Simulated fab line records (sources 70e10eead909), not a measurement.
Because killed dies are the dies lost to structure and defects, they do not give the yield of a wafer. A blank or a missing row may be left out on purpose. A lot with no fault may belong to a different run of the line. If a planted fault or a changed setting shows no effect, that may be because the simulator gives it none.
Matching of chambers :: flow nand_harc :: NHARC_A_STAIRCASE_DESCUM_219 on rie_diel-08 has 4 sister chambers
The step chemistry O2, time 3 s. 4 wafers are shown with their chamber, then 7 later ones without.

EACH WAFER AND ITS CHAMBER
wafer: L083.6
chamber: 0
showerhead_plenum_p_Torr (Torr): 1.93

wafer: L084.2
chamber: 1
showerhead_plenum_p_Torr (Torr): 2.05

wafer: L087.2
chamber: 3
showerhead_plenum_p_Torr (Torr): 2.05

wafer: L087.5
chamber: 2
showerhead_plenum_p_Torr (Torr): 1.92

WAFERS MISSING THEIR CHAMBER
wafer: L087.6
showerhead_plenum_p_Torr (Torr): 2.04

wafer: L089.1
showerhead_plenum_p_Torr (Torr): 2.04

wafer: L089.3
showerhead_plenum_p_Torr (Torr): 2.05

wafer: L089.6
showerhead_plenum_p_Torr (Torr): 1.93

wafer: L097.3
showerhead_plenum_p_Torr (Torr): 1.92

wafer: L097.4
showerhead_plenum_p_Torr (Torr): 1.90

wafer: L097.6
showerhead_plenum_p_Torr (Torr): 1.92

THE CHAMBER EACH PASSED THROUGH
wafer: L087.6
from the rows above: can't be placed: 1 or 3
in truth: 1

wafer: L089.1
from the rows above: can't be placed: 1 or 3
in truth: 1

wafer: L089.3
from the rows above: can't be placed: 1 or 3
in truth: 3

wafer: L089.6
from the rows above: can't be placed: 0 or 2
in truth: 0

wafer: L097.3
from the rows above: can't be placed: 2 or 0
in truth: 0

wafer: L097.4
from the rows above: can't be placed: 2 or 0
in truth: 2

wafer: L097.6
from the rows above: can't be placed: 2 or 0
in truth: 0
Placed correctly: 0 of 7. Cannot be placed on the basis of these rows: 7; the candidates contain the true chamber in 7. 0 placed wrongly.
How it was worked out, from the rows above alone: a wafer's distance from a chamber is the root of the sum, over the readings, of the square of ((its reading less the chamber's mean) divided by the reading's scatter). If the next closest chamber is less than 2 further off than the closest, the wafer can't be placed; otherwise it belongs to the closest. Each chamber's mean is taken over the wafers shown for it. The scatter: root of mean squared gap, hidden wafer to nearest shown wafer, with one shown wafer a chamber.
